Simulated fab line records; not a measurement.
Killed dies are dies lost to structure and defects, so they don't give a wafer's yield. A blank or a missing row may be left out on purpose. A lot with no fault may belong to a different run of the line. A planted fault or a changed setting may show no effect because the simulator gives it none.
Chamber matching / flow n5Finfet / rieDiel-06 running N5_HKMG_FIN_STRIP_92: 4 sister chambers
The step strips SOC in N2/H2, time 20 s. 4 wafers are shown with their chamber, then 7 later ones without.

## WAFERS WITH THEIR CHAMBER
wafer=L088.4; chamber=3; drypumpMotorCurrentA (A)=6.06
wafer=L088.6; chamber=1; drypumpMotorCurrentA (A)=5.95
wafer=L094.1; chamber=0; drypumpMotorCurrentA (A)=5.59
wafer=L094.2; chamber=2; drypumpMotorCurrentA (A)=5.66

## WAFERS WITH NO CHAMBER GIVEN
wafer=L094.4; drypumpMotorCurrentA (A)=5.68
wafer=L096.1; drypumpMotorCurrentA (A)=5.56
wafer=L096.2; drypumpMotorCurrentA (A)=5.67
wafer=L096.3; drypumpMotorCurrentA (A)=6.07
wafer=L097.1; drypumpMotorCurrentA (A)=6.06
wafer=L097.2; drypumpMotorCurrentA (A)=5.68
wafer=L097.6; drypumpMotorCurrentA (A)=5.60

## THE CHAMBER EACH PASSED THROUGH
wafer=L094.4; from the rows above=2; in truth=2
wafer=L096.1; from the rows above=0; in truth=0
wafer=L096.2; from the rows above=2; in truth=2
wafer=L096.3; from the rows above=3; in truth=3
wafer=L097.1; from the rows above=3; in truth=3
wafer=L097.2; from the rows above=2; in truth=2
wafer=L097.6; from the rows above=0; in truth=0
Correctly placed: 7 of 7. Number that these rows cannot place: 0. 0 placed wrongly.
How it was worked out, from the rows above alone: a wafer's distance from a chamber is the root of the sum, over the readings, of the square of ((its reading less the chamber's mean) divided by the reading's scatter). The wafer belongs to the nearest chamber; if the next one is less than 2 further off, it can't be placed. Each chamber's mean is taken over the wafers shown for it. The scatter: root of mean squared gap, hidden wafer to nearest shown wafer, with one shown wafer a chamber.
